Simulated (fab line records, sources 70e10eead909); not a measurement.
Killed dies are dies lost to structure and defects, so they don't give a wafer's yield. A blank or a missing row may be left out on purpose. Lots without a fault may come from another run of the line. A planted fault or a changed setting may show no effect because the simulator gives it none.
Chamber matching | flow nand_harc | NHARC_P_GATE_STRIP_101 on rie_diel-05: 4 sister chambers
The step strips in O2, time 20 s. 4 wafers are shown with their chamber, then 8 later ones without.

WAFERS WITH THEIR CHAMBER
wafer  | chamber | drypump_motor_current_A (A)
L074.1 | 2       | 5.6
L091.3 | 3       | 5.3
L091.4 | 0       | 6.3
L093.2 | 1       | 5.6

WAFERS WITHOUT THEIR CHAMBER
wafer  | drypump_motor_current_A (A)
L093.3 | 6.3
L093.6 | 6.3
L096.4 | 6.3
L096.5 | 5.6
L096.6 | 5.7
L097.1 | 5.7
L097.2 | 5.6
L097.5 | 5.3

WHICH CHAMBER EACH WENT THROUGH
wafer  | from the rows above     | in truth
L093.3 | 0                       | 0
L093.6 | 0                       | 0
L096.4 | 0                       | 0
L096.5 | can't be placed: 1 or 2 | 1
L096.6 | can't be placed: 1 or 2 | 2
L097.1 | can't be placed: 1 or 2 | 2
L097.2 | can't be placed: 1 or 2 | 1
L097.5 | 3                       | 3
Placed correctly: 4 of 8. Can't be placed from these rows: 4 (the true chamber is among the candidates in 4). Placed wrongly: 0.
How it was worked out, from the rows above alone: a wafer's distance from a chamber is the root of the sum, over the readings, of the square of ((its reading less the chamber's mean) divided by the reading's scatter). The wafer belongs to the nearest chamber; if the next one is less than 2 further off, it can't be placed. A chamber's mean is the mean of its shown wafers. The scatter: with one shown wafer a chamber, the root of the mean of the squares of how far each hidden wafer lies from its nearest shown one.
